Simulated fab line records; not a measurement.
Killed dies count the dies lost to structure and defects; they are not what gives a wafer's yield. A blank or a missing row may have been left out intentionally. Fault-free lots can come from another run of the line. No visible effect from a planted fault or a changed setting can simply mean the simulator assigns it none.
fab line records    flow nand-harc
record lots=11  wafers=33  last-day=32
route steps=1302 shown A_ONON_D1@443 A_CHANNEL_HOLE_D1@462 END@1302
lots that met no fault: from a run of the same line without faults
start-h: the number of hours between the record's first day and the start of the first shown wafer of the lot    wait-h: time in hours since the lot's previous step    " the same as in the row above    L1.1+2: a row that stands for several wafers    - no value present, or no start provided    * or withheld: withheld    < > ~ a bound
route shown NAME@n: NAME is a module with steps in the file, n the number in the route of the first one    usual: average and standard deviation across the fault-free wafers    same: alike in all rows    chamber/n: place in a boat    sites: the reading at each site    _std_site: standard deviation of those values    _edge_site: the outer-site mean with the inner-site mean subtracted    radius-mm: for every site, how far away it sits from the centre of the wafer    mask NAME#n: copy n    behind: the last tool/chamber to shape the wafer    hold: the reason the lot was held/the length of the hold in hours/how it ended    device: whichever transistor did not switch (one of n, p or np)    end of line: tests run on the same wafers once the route is complete    a step given without rows: its recipe and nothing more    killed: dies lost to structure and defects at the first sort, not the wafer's yield    map: shows each die of a wafer: x if killed, . if not, _ if none is there
set.NAME: the setting as run; set.NAME@STEP: as run at that earlier step    model.NAME: the simulator's own value behind a step, which no gauge read
steps of the route over a sample of lots; a table a step, a row a wafer
services: the hour from which a tool's chamber was out of use, counted from the record's first day as start-h (under 0 if before that day), plus the number of hours and why
## steps
# step NHARC_A_ONON_D1_THK_MEAS_27
# recipe thk-meas-gauge=ellipsometry
# usual thk-nm=1003/8.4
lot.wafer  tool           chamber  start-h  wait-h  thk-nm
L537.3     film-metro-01  -        173.09   -       995
L537.5     "              -        "        "       997
L537.6     "              -        "        "       997
L539.1     film-metro-01  -        191.60   -       1006
L539.3     "              -        "        "       1006
L539.6     "              -        "        "       1005
L540.2     film-metro-02  -        208.82   -       996
L540.4     "              -        "        "       997
L540.6     "              -        "        "       1000
L543.2     film-metro-02  -        238.34   -       1004
L543.3     "              -        "        "       1001
L543.5     "              -        "        "       1002
L544.4     film-metro-02  -        244.77   -       1009
L544.5     "              -        "        "       1007
L544.6     "              -        "        "       1009
L545.2     film-metro-01  -        256.62   -       1030
L545.4     "              -        "        "       1029
L545.6     "              -        "        "       1029
L547.2     film-metro-01  -        273.24   -       1006
L547.3     "              -        "        "       1006
L547.6     "              -        "        "       1004
L548.1     film-metro-01  -        286.49   -       996
L548.3     "              -        "        "       997
L548.6     "              -        "        "       994
L555.2     film-metro-01  -        361.36   -       1008
L555.4     "              -        "        "       1006
L555.6     "              -        "        "       1007
L556.1     film-metro-02  -        361.36   -       1002
L556.3     "              -        "        "       1002
L556.5     "              -        "        "       1003
L558.2     film-metro-01  -        389.80   -       1002
L558.3     "              -        "        "       1002
L558.6     "              -        "        "       1001
# step NHARC_A_CHANNEL_HOLE_D1_CD_MEAS_10
# recipe target-cd-nm=100  landing-energy-ev=500
# usual cd-nm=100.4/0.69
lot.wafer  tool       chamber  start-h  wait-h  cd-nm
L537.3     cd-sem-01  0        176.93   -       99.3
L537.5     "          0        "        "       100.9
L537.6     "          0        "        "       100.6
L539.1     cd-sem-01  0        195.42   -       100.6
L539.3     "          0        "        "       100.6
L539.6     "          0        "        "       99.8
L540.2     cd-sem-03  0        212.73   -       100.5
L540.4     "          0        "        "       100.2
L540.6     "          0        "        "       99.8
L543.2     cd-sem-03  0        245.52   -       99.3
L543.3     "          0        "        "       98.9
L543.5     "          0        "        "       99.4
L544.4     cd-sem-03  0        250.45   -       100.6
L544.5     "          0        "        "       101.7
L544.6     "          0        "        "       101.2
L545.2     cd-sem-02  0        260.33   -       100.3
L545.4     "          0        "        "       99.6
L545.6     "          0        "        "       100.8
L547.2     cd-sem-03  0        279.11   -       100.5
L547.3     "          0        "        "       100.9
L547.6     "          0        "        "       101.3
L548.1     cd-sem-03  0        291.31   -       100.6
L548.3     "          0        "        "       100.6
L548.6     "          0        "        "       100.7
L555.2     cd-sem-02  0        365.87   -       101.1
L555.4     "          0        "        "       101.2
L555.6     "          0        "        "       100.4
L556.1     cd-sem-03  0        367.61   -       101.6
L556.3     "          0        "        "       100.1
L556.5     "          0        "        "       100.6
L558.2     cd-sem-01  0        394.79   -       99.8
L558.3     "          0        "        "       100.3
L558.6     "          0        "        "       99.5
# step NHARC_A_CHANNEL_HOLE_D1_ETCH_21
# recipe bias-v=3000  source-w=withheld  pressure-mtorr=20  time-s=514.3  ar-flow-sccm=375  c4f8-flow-sccm=89.3  o2-flow-sccm=35.7  temp-c=-20  target-depth-a=16000  chemistry=C4F8/O2/Ar
# usual c4f8-flow-sccm=89.28/0.25  chamber-pressure-mTorr=20.002/0.019  drypump-motor-current-A=5.6/0.36  mfc-ar-sccm=375.0/1.1  showerhead-plenum-p-Torr=3.64/0.13  temp-c=-20.02/0.11  throttle-valve-pct=32.156/0.0093
lot.wafer  tool         chamber  start-h  wait-h  c4f8-flow-sccm  chamber-pressure-mTorr  drypump-motor-current-A  mfc-ar-sccm  rf-hours-counter-h  showerhead-plenum-p-Torr  temp-c  throttle-valve-pct
L537.3     har-etch-02  1        178.94   0.3     89.33           20.014                  5.6                      374.4        -                   3.42                      -20.06  32.148
L537.5     "            0        "        "       88.85           19.990                  5.7                      377.4        -                   3.70                      -20.05  32.162
L537.6     "            1        "        "       89.10           19.982                  5.7                      373.8        -                   3.42                      -19.96  32.162
L539.1     har-etch-02  0        197.29   0.3     89.43           19.974                  5.8                      375.4        307                 3.69                      -20.21  32.158
L539.3     "            0        "        "       89.72           19.991                  5.7                      374.6        -                   3.69                      -20.05  32.146
L539.6     "            0        "        "       89.25           19.990                  5.7                      374.3        -                   3.69                      -20.10  32.153
L540.2     har-etch-02  1        214.52   0.3     89.49           20.040                  5.7                      376.0        319                 3.41                      -20.01  32.167
L540.4     "            0        "        "       89.64           20.016                  5.7                      375.0        -                   3.69                      -19.95  32.142
L540.6     "            1        "        "       88.79           20.001                  5.7                      376.4        -                   3.41                      -20.07  32.154
L543.2     har-etch-02  1        247.87   0.6     89.51           19.999                  5.7                      372.4        -                   3.40                      -20.17  32.151
L543.3     "            1        "        "       89.23           19.996                  5.7                      375.5        -                   3.40                      -20.07  32.150
L543.5     "            1        "        "       89.30           20.009                  5.7                      375.0        -                   3.40                      -20.03  32.169
L544.4     har-etch-01  0        252.39   0.3     89.54           20.011                  6.1                      374.2        -                   3.62                      -20.05  32.158
L544.6     "            0        "        "       89.00           20.004                  6.1                      374.0        -                   3.62                      -20.07  32.170
L544.5     "            1        "        "       89.16           19.983                  5.1                      374.7        -                   3.71                      -20.03  32.167
L545.2     har-etch-01  0        262.12   0.3     89.71           20.001                  6.1                      376.3        130                 3.62                      -20.05  32.161
L545.4     "            1        "        "       88.97           20.008                  5.1                      375.2        -                   3.71                      -20.00  32.162
L545.6     "            1        "        "       89.15           20.033                  5.1                      376.3        -                   3.71                      -20.04  32.172
L547.2     har-etch-01  1        285.36   0.3     89.18           20.004                  5.1                      374.3        145                 3.70                      -20.10  32.176
L547.3     "            0        "        "       89.42           20.007                  6.1                      375.6        -                   3.61                      -19.94  32.152
L547.6     "            1        "        "       88.79           19.965                  5.1                      375.5        -                   3.70                      -19.84  32.158
L548.1     har-etch-01  1        293.36   0.3     88.85           20.016                  5.1                      376.0        153                 3.69                      -20.14  32.146
L548.3     "            0        "        "       88.81           19.999                  6.1                      375.7        -                   3.61                      -19.83  32.150
L548.6     "            1        "        "       88.81           20.014                  5.1                      373.9        -                   3.69                      -19.84  32.166
L555.2     har-etch-01  0        368.36   0.9     -               -                       -                        -            -                   -                         -       -
L555.4     "            0        "        "       -               -                       -                        -            -                   -                         -       -
L555.6     "            0        "        "       -               -                       -                        -            -                   -                         -       -
L556.1     har-etch-02  0        369.41   0.3     -               -                       -                        -            -                   -                         -       -
L556.3     "            0        "        "       -               -                       -                        -            -                   -                         -       -
L556.5     "            0        "        "       -               -                       -                        -            -                   -                         -       -
L558.2     har-etch-01  1        402.07   0.3     89.19           20.031                  5.1                      375.8        221                 3.66                      -20.06  32.162
L558.3     "            0        "        "       89.50           19.991                  6.1                      376.0        -                   3.57                      -19.95  32.146
L558.6     "            1        "        "       88.93           20.031                  5.1                      375.5        -                   3.66                      -20.19  32.154
# step NHARC_A_CHANNEL_HOLE_D1_STRIP_27
# recipe o2-flow-sccm=500  ar-flow-sccm=0  bias-w=0  chemistry=O2
# usual drypump-motor-current-A=5.7/0.32  mfc-ar-sccm=0.005/0.0096  oes-product-au=0.996/0.011  rf-vpp-V=57.7/0.82  showerhead-plenum-p-Torr=3.49/0.12  throttle-valve-pct=17.036/0.0094
lot.wafer  tool         chamber  start-h  wait-h  drypump-motor-current-A  mfc-ar-sccm  oes-product-au  rf-hours-counter-h  rf-vpp-V  showerhead-plenum-p-Torr  throttle-valve-pct
L537.3     rie-diel-03  0        -        -       5.8                      0.011        0.995           6                   58.4      3.37                      17.036
L537.6     "            2        "        "       5.0                      0.003        1.000           -                   57.6      3.46                      17.026
L537.5     "            3        "        "       6.1                      0            0.974           -                   57.6      3.35                      17.048
L539.1     rie-diel-03  2        -        -       5.0                      0.003        0.994           7                   58.0      3.46                      17.038
L539.3     "            0        "        "       5.7                      0.011        1.016           7                   56.4      3.37                      17.025
L539.6     "            3        "        "       6.1                      0            0.982           -                   55.9      3.35                      17.038
L540.2     rie-diel-03  1        -        -       5.8                      0            0.996           8                   57.7      3.66                      17.023
L540.4     "            3        "        "       6.1                      0            0.983           7                   58.0      3.35                      17.039
L540.6     "            0        "        "       5.8                      0.011        1.006           -                   57.6      3.37                      17.031
L543.2     rie-diel-04  2        -        -       6.2                      0.038        1.002           19                  57.5      3.73                      17.038
L543.3     "            3        "        "       5.5                      0            1.003           20                  58.2      3.51                      17.036
L543.5     "            2        "        "       6.3                      0.038        1.007           -                   57.6      3.73                      17.034
L544.4     rie-diel-12  0        -        -       5.8                      0            1.002           54                  57.8      3.44                      17.048
L544.6     "            1        "        "       5.8                      0            0.999           -                   57.9      3.56                      17.039
L544.5     "            2        "        "       5.8                      0.024        0.988           -                   57.0      3.56                      17.033
L545.2     rie-diel-03  0        -        -       5.8                      0.011        0.997           12                  57.7      3.36                      17.058
L545.4     "            1        "        "       5.8                      0            0.992           12                  59.7      3.66                      17.054
L545.6     "            1        "        "       5.7                      0            0.974           -                   58.4      3.66                      17.045
L547.2     rie-diel-12  0        -        -       5.9                      0            1.012           6                   56.2      3.43                      17.039
L547.3     "            3        "        "       5.6                      0            0.984           6                   57.2      3.38                      17.042
L547.6     "            0        "        "       5.9                      0            1.000           -                   58.3      3.43                      17.019
L548.1     rie-diel-12  1        -        -       5.8                      0            0.997           8                   57.3      3.55                      17.031
L548.3     "            3        "        "       5.6                      0            0.991           8                   55.9      3.38                      17.061
L548.6     "            2        "        "       5.8                      0.024        0.984           -                   57.0      3.55                      17.043
L555.4     rie-diel-03  0        -        -       5.8                      0.011        0.985           7                   56.4      3.36                      17.039
L555.2     "            1        "        "       5.7                      0            0.983           7                   57.7      3.66                      17.045
L555.6     "            3        "        "       6.1                      0            1.000           -                   58.1      3.34                      17.028
L556.1     rie-diel-03  1        -        -       5.7                      0            0.981           7                   59.3      3.66                      17.042
L556.3     "            3        "        "       6.1                      0            0.997           8                   56.7      3.34                      17.039
L556.5     "            0        "        "       5.8                      0.011        0.980           -                   57.4      3.36                      17.042
L558.2     rie-diel-03  2        -        -       5.0                      0.003        1.000           11                  56.8      3.45                      17.033
L558.3     "            1        "        "       5.7                      0            0.989           11                  58.6      3.65                      17.036
L558.6     "            3        "        "       6.1                      0            1.003           -                   55.8      3.34                      17.028
# step NHARC_A_CHANNEL_HOLE_D1_CD_MEAS_30
# usual cd-nm=90.0/1.6
lot.wafer  tool       chamber  start-h  wait-h  cd-nm
L537.3     cd-sem-01  -        183.83   -       89.5
L537.5     "          -        "        "       89.0
L537.6     "          -        "        "       91.4
L539.1     cd-sem-01  -        202.30   -       90.1
L539.3     "          -        "        "       90.0
L539.6     "          -        "        "       88.2
L540.2     cd-sem-03  -        219.59   -       92.6
L540.4     "          -        "        "       89.2
L540.6     "          -        "        "       90.5
L543.2     cd-sem-03  -        256.77   -       87.0
L543.3     "          -        "        "       86.4
L543.5     "          -        "        "       87.5
L544.4     cd-sem-03  -        257.32   -       88.9
L544.5     "          -        "        "       90.5
L544.6     "          -        "        "       89.9
L545.2     cd-sem-02  -        267.22   -       91.0
L545.4     "          -        "        "       87.0
L545.6     "          -        "        "       89.9
L547.2     cd-sem-02  -        291.70   -       89.2
L547.3     "          -        "        "       90.5
L547.6     "          -        "        "       90.4
L548.1     cd-sem-03  -        298.52   -       90.2
L548.3     "          -        "        "       90.3
L548.6     "          -        "        "       89.8
L555.2     cd-sem-03  -        373.38   -       -0.4
L555.4     "          -        "        "       1.1
L555.6     "          -        "        "       2.9
L556.1     cd-sem-01  -        374.51   -       -0.4
L556.3     "          -        "        "       0.0
L556.5     "          -        "        "       0.0
L558.2     cd-sem-03  -        407.14   -       91.7
L558.3     "          -        "        "       92.2
L558.6     "          -        "        "       91.9
# step NHARC_A_CHANNEL_HOLE_D1_XSEM_31
# recipe landing-energy-ev=35000
# usual bot-cd-nm=74.8/1.6  bow-nm=8.64/0.29  tilt-deg=0.07/0.041
lot.wafer  tool     chamber  start-h  wait-h  bot-cd-nm  bow-nm  tilt-deg
L537.3     xsem-01  0        183.91   0.1     74.0       8.59    0.10
L537.5     "        0        "        "       73.9       8.64    0.10
L537.6     "        0        "        "       76.0       8.65    0.10
L539.1     xsem-01  0        202.40   0.1     75.4       8.98    0.09
L539.3     "        0        "        "       75.0       9.04    0.09
L539.6     "        0        "        "       72.9       8.98    0.09
L540.2     xsem-02  0        219.68   0.1     77.2       8.15    0.08
L540.4     "        0        "        "       73.9       8.14    0.07
L540.6     "        0        "        "       74.7       8.04    0.08
L543.2     xsem-02  0        256.87   0.1     72.7       8.85    0.10
L543.3     "        0        "        "       71.8       8.98    0.10
L543.5     "        0        "        "       72.7       8.93    0.10
L544.4     xsem-01  0        257.41   0.1     72.9       8.49    0.03
L544.5     "        0        "        "       75.1       8.52    0.03
L544.6     "        0        "        "       75.0       8.53    0.03
L545.2     xsem-02  0        267.31   0.1     75.5       8.31    0.06
L545.4     "        0        "        "       71.4       8.27    0.05
L545.6     "        0        "        "       73.7       8.33    0.05
L547.2     xsem-02  0        291.79   0.1     74.0       8.68    0.14
L547.3     "        0        "        "       74.7       8.67    0.14
L547.6     "        0        "        "       74.4       8.74    0.14
L548.1     xsem-02  0        298.61   0.1     74.9       8.64    0.01
L548.3     "        0        "        "       75.3       8.63    0.01
L548.6     "        0        "        "       75.1       8.69    0.01
L555.2     xsem-02  0        373.48   0.1     0.5        0.22    0.06
L555.4     "        0        "        "       1.9        0.22    0.06
L555.6     "        0        "        "       3.5        0.22    0.06
L556.1     xsem-02  0        374.60   0.1     0.0        0.19    0.05
L556.3     "        0        "        "       0.1        0.19    0.05
L556.5     "        0        "        "       0.1        0.19    0.05
L558.2     xsem-01  0        407.24   0.1     76.0       8.93    0.05
L558.3     "        0        "        "       76.5       8.88    0.05
L558.6     "        0        "        "       76.1       8.93    0.05
# step NHARC_END_SORT_01
# recipe temp-c=25
# usual killed-at-array=52/19  killed-at-other=1.0/1.2  killed-at-periphery=4.1/2.8  killed-dies=57/19  killed-open=3.1/1.7  killed-short=2.5/1.5
# same gross-dies=677
lot.wafer  tool       chamber  start-h  wait-h  killed-at-array  killed-at-other  killed-at-periphery  killed-dies  killed-open  killed-short
L556.1     prober-01  0        749.31   2.5     675              2                0                    677          3            2
L556.3     prober-01  0        750.89   3.1     673              0                4                    677          4            0
L556.5     prober-01  0        752.47   3.7     675              1                1                    677          2            4
L555.2     prober-01  0        762.10   2.8     677              0                0                    677          2            1
L555.4     prober-01  0        763.69   3.4     675              0                2                    677          5            2
L555.6     prober-01  0        765.27   4.0     674              1                2                    677          5            3
# killed by level:class
L556.1 A_CHANNEL_HOLE_D1:area-etch=622 A_CHANNEL_HOLE_D1:chamber-film-flake=22 A_CHANNEL_HOLE_D2:chamber-film-flake=9 A_SLIT:chamber-film-flake=7 A_CONTACT:chamber-film-flake=6 A_WL_FILL:geometric-particle:open=2 A_ZERO_WELL:chamber-film-flake=2 THIN_TSV:chamber-film-flake=2
L556.3 A_CHANNEL_HOLE_D1:area-etch=611 A_CHANNEL_HOLE_D1:chamber-film-flake=21 A_CHANNEL_HOLE_D2:chamber-film-flake=21 A_CONTACT:chamber-film-flake=9 A_SLIT:chamber-film-flake=3 A_ZERO_WELL:chamber-film-flake=3 A_STAIRCASE:chamber-film-flake=2 P_CONTACT:geometric-particle:open=1
L556.5 A_CHANNEL_HOLE_D1:area-etch=608 A_CHANNEL_HOLE_D1:chamber-film-flake=18 A_CHANNEL_HOLE_D2:chamber-film-flake=16 A_CONTACT:chamber-film-flake=12 A_SLIT:chamber-film-flake=8 A_STAIRCASE:chamber-film-flake=4 A_SOURCE_PLATE:geometric-particle:short=1 A_ONON_D1:geometric-particle:short=1
L555.2 A_CHANNEL_HOLE_D1:area-etch=651 A_SLIT:chamber-film-flake=11 A_CONTACT:chamber-film-flake=6 A_CHANNEL_HOLE_D1:chamber-film-flake=3 A_SGD_CUT:chamber-film-flake=2 A_CHANNEL_FILL_D1:geometric-particle:short=1 A_DECK1_JOINT:geometric-particle:open=1 A_CHANNEL_FILL_D2:geometric-particle:open=1
L555.4 A_CHANNEL_HOLE_D1:area-etch=637 A_SLIT:chamber-film-flake=10 A_CONTACT:chamber-film-flake=8 A_CHANNEL_HOLE_D1:chamber-film-flake=6 A_STAIRCASE:chamber-film-flake=5 A_CHANNEL_FILL_D1:chamber-film-flake=3 P_GATE:geometric-particle:open=1 P_M0:geometric-particle:open=1
L555.6 A_CHANNEL_HOLE_D1:area-etch=642 A_CONTACT:chamber-film-flake=9 A_CHANNEL_HOLE_D1:chamber-film-flake=8 A_SLIT:chamber-film-flake=5 A_M1:geometric-particle:open=2 P_GATE:geometric-particle:open=1 A_ONON_D1:geometric-particle:short=1 A_CHANNEL_HOLE_D1:geometric-particle:open=1
## services
tool         chamber  start-h  hours  kind
rie-diel-03  0        162.30   -      clean
rie-diel-03  1        162.30   -      clean
rie-diel-03  2        162.30   -      clean
rie-diel-03  3        162.30   -      clean
rie-diel-12  3        169.33   4.7    repair
rie-diel-03  -        176.73   0.3    repair
rie-diel-04  -        177.90   9.0    pm
rie-diel-03  0        186.84   -      clean
rie-diel-12  1        219.81   2.7    repair
rie-diel-03  3        233.74   10.9   repair
rie-diel-12  1        247.46   7.9    repair
rie-diel-04  0        255.46   68.1   repair
rie-diel-04  1        261.61   7.5    repair
rie-diel-12  3        262.30   14.8   repair
rie-diel-12  2        267.07   21.9   repair
rie-diel-12  -        270.69   9.0    pm
rie-diel-03  -        281.32   9.0    pm
rie-diel-03  2        311.91   2.2    repair
rie-diel-04  1        318.80   8.2    repair
rie-diel-03  0        333.78   4.3    repair
rie-diel-04  -        355.26   9.0    pm
xsem-01      -        374.00   14.0   pm
har-etch-02  -        377.00   17.0   pm
rie-diel-03  0        402.70   2.8    repair
## key
first-sign step=NHARC_A_CHANNEL_HOLE_D1_ETCH_21  reading=tool-record  direction=missing
effect step=NHARC_A_CHANNEL_HOLE_D1_CD_MEAS_30  reading=cd-nm  direction=down  sigmas=56  usual=90.0  struck=0.6
effect step=NHARC_A_CHANNEL_HOLE_D1_XSEM_31  reading=bot-cd-nm  direction=down  sigmas=45  usual=74.8  struck=1.0
effect step=NHARC_END_SORT_01  reading=killed-dies  direction=up  sigmas=33  usual=57  struck=677
more-kills-born-at NHARC_A_CHANNEL_HOLE_D1_ETCH_21@har-etch-01=1930  NHARC_A_CHANNEL_HOLE_D1_ETCH_21@har-etch-02=1841
met-at NHARC_A_CHANNEL_HOLE_D1_ETCH_21
struck-lots L555,L556
later-rows-left-out L555.2,L555.4,L555.6,L556.1,L556.3,L556.5
tester-left-out L555,L556
not-acting-at NHARC_A_ONON_D1_THK_MEAS_27,NHARC_A_CHANNEL_HOLE_D1_CD_MEAS_10,NHARC_A_CHANNEL_HOLE_D1_STRIP_27
onset-between 293.36 368.36
fault kind=skipped-step-whole  tool=har-etch-01,har-etch-02  chamber=-  onset-h=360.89  steps=NHARC_A_CHANNEL_HOLE_D1_ETCH_21  scope=struck-lots-only
# tester-left-out: of these lots the tester's yield and bins aren't shown, on N5 and GAA mostly nor the transistor test; their killed dies are dies lost to structure and defects alone, not to doping, threshold or leakage, so they don't give the yield
# later-rows-left-out: the simulator's readings of these wafers behind a module that went badly wrong aren't trusted and aren't shown, but for the sort
